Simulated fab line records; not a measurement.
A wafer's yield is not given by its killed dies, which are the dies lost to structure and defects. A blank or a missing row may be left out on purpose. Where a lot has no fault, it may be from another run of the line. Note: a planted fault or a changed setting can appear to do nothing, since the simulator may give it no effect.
Code-filled problem report in 8D (eight disciplines) form / flow n5Finfet / the parts of the form that need people (team, actions taken, sign-off) are left out

== 1. PROBLEM STATEMENT ==
On 2 wafers of 1 lot, killed_at_M4_up at N5_PASSIVATION_PROBE_49 has a mean of 75; fault-free wafers read 13, standard deviation 5.3. That is +12 standard deviations from the usual mean.
First seen on wafer L247.2, day 19 00:07, on prober-02. The record holds 33 wafers of 11 lots with a number at this step. Rule for "out" (also "out of limits"): further than 4 standard deviations from the usual mean. The rest of the wafers with a number are treated as sound.

== 2. WHAT IT IS, AND WHAT IT ISN'T ==
question=which readings at this step; is=killed_at_M4_up; is not=killed_at_M0_to_M3, killedAtContacts, killedAtFrontEnd, killedAtOther, killedOpen, killedShort, sort_bin_6_memory
question=which lots; is=L247; is not=L225, L226, L227, L229, L230, L232, L233, L234, L236, L237
question=which wafers of those lots; is=L247.2, L247.5; is not=L247.1
question=read on which tools; is=prober-02; is not=prober-01
question=when; is=from day 19 00:07; is not=up to then (31 sound wafers)

== 3. WHAT RULES OUT EACH SUSPECT ==
Counting: if a tool at a process step up to the reading ran every lot that is out, it stays a suspect. Sound lots after the first of them don't rule it out here, since some wafers of a struck lot are sound.
- pvdSputter-03 at N5_BEOL_M12_SPUTTER_43 (material TaN, target thk 15 nm, time 24.19 s): kept. The lot that is out, L247, ran on it at day 17 16:11; the last sound lot it ran before that was L236, at day 14 17:23.
- rieDiel-01 at N5_PASSIVATION_ETCH_54 (etches SiO2 in CHF3/O2, target depth 880 nm, time 440 s): kept. The lot that is out, L247, ran on it at day 18 21:17; the last sound lot it ran before that was L233, at day 15 17:09.
- prober-02 at N5_PASSIVATION_PROBE_49: kept. The lot that is out, L247, ran on it at day 19 00:04; the last sound lot it ran before that was L236, at day 16 00:04. Out on those wafers are its own readings of killed_at_M4_up.
- Within rieDiel-01 at N5_PASSIVATION_ETCH_54: the wafers that are out ran in chambers 2, 3; their sound lot-mates ran in chamber 0.
pvdSputter-03 at N5_BEOL_M12_SPUTTER_43, rieDiel-01 at N5_PASSIVATION_ETCH_54 and prober-02 at N5_PASSIVATION_PROBE_49 are what is left after counting.

== 4. THE CAUSE (what the simulator had put in) ==
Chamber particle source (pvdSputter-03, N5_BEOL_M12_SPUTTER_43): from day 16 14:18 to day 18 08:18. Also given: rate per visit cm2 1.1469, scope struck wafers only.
After counting, 3 suspects remain, this tool included.

== 5. THE EFFECT CHAIN, in route order ==
One row per reading whose mean, taken over the struck wafers that have a number, lies over 3 standard deviations from the usual. Only readings for which the record gives a usual standard deviation are gone through. hours: the time from each lot's start at the first step in this table that gives one to its start at this step, as a median over the lots. sigmas: the change in usual standard deviations.
hours=0; step=N5_PASSIVATION_PROBE_49; reading=defectLimitedYield; usual=91.5 %; on struck wafers=86.8; change=-4.7; sigmas=-3.3
hours=0; step=N5_PASSIVATION_PROBE_49; reading=killed_at_M4_up; usual=13; on struck wafers=75; change=+62; sigmas=+12
hours=0; step=N5_PASSIVATION_PROBE_49; reading=killedDies; usual=100; on struck wafers=156; change=+56; sigmas=+3.3
hours=0; step=N5_PASSIVATION_PROBE_49; reading=killedOnRim; usual=13; on struck wafers=29; change=+16; sigmas=+4.1
hours=0; step=N5_PASSIVATION_PROBE_49; reading=sortNPass; usual=1080; on struck wafers=1024; change=-56; sigmas=-3.3
hours=0; step=N5_PASSIVATION_PROBE_49; reading=sortYieldPct; usual=91.5 %; on struck wafers=86.8; change=-4.7; sigmas=-3.3
Here are the process steps it includes:
- N5_PASSIVATION_PROBE_49

== 6. WHAT WOULD HAVE CAUGHT IT SOONER ==
The fault began at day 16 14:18; the first out-of-limits reading in this record came at day 19 00:07, 58 hours later.
An alarm limit of 4 standard deviations would not have fired on the tool readings at N5_BEOL_M12_SPUTTER_43 for which the record gives a usual standard deviation, since none of them was out on any struck wafer.
By day 19 00:07, every lot that is out (1) had started N5_BEOL_M12_SPUTTER_43 on pvdSputter-03. None of them would have been spared by holding the tool at that moment.
